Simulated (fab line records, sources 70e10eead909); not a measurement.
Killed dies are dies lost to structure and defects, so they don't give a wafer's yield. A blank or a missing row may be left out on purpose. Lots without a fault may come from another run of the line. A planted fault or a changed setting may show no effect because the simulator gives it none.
Chamber matching | flow nand_harc | NHARC_A_M1_DESCUM_14 on rie_diel-02: 4 sister chambers
The step chemistry O2, time 3 s. 8 wafers are shown with their chamber, then 12 later ones without.

WAFERS WITH THEIR CHAMBER
wafer  | chamber | drypump_motor_current_A (A) | oes_product_au (a.u.)
L077.5 | 3       | 6.0                         | 0.991
L077.6 | 0       | 5.7                         | 1.008
L082.2 | 3       | 6.0                         | 0.967
L082.4 | 0       | 5.7                         | 1.001
L082.5 | 1       | 6.2                         | 1.015
L085.1 | 1       | 6.1                         | 1.015
L085.2 | 2       | 5.4                         | 0.986
L085.5 | 2       | 5.4                         | 0.987

WAFERS WITHOUT THEIR CHAMBER
wafer  | drypump_motor_current_A (A) | oes_product_au (a.u.)
L085.3 | 6.1                         | 0.972
L085.4 | 5.7                         | 1.004
L085.6 | 6.1                         | 1.011
L088.1 | 6.0                         | 0.975
L088.2 | 5.4                         | 0.989
L088.6 | 5.4                         | 0.986
L095.1 | 6.2                         | 1.011
L095.2 | 5.4                         | 0.998
L095.4 | 6.1                         | 0.968
L093.4 | 5.4                         | 1.006
L093.5 | 6.0                         | 0.969
L093.6 | 5.4                         | 1.003

WHICH CHAMBER EACH WENT THROUGH
wafer  | from the rows above | in truth
L085.3 | 3                   | 3
L085.4 | 0                   | 0
L085.6 | 1                   | 1
L088.1 | 3                   | 3
L088.2 | 2                   | 2
L088.6 | 2                   | 2
L095.1 | 1                   | 1
L095.2 | 2                   | 2
L095.4 | 3                   | 3
L093.4 | 2                   | 2
L093.5 | 3                   | 3
L093.6 | 2                   | 2
Placed correctly: 12 of 12. Can't be placed from these rows: 0. Placed wrongly: 0.
How it was worked out, from the rows above alone: a wafer's distance from a chamber is the root of the sum, over the readings, of the square of ((its reading less the chamber's mean) divided by the reading's scatter). The wafer belongs to the nearest chamber; if the next one is less than 2 further off, it can't be placed. A chamber's mean is the mean of its shown wafers. The scatter: the root of (the sum of the squares of (reading less its chamber's mean) over the shown wafers, divided by (wafers less chambers)).
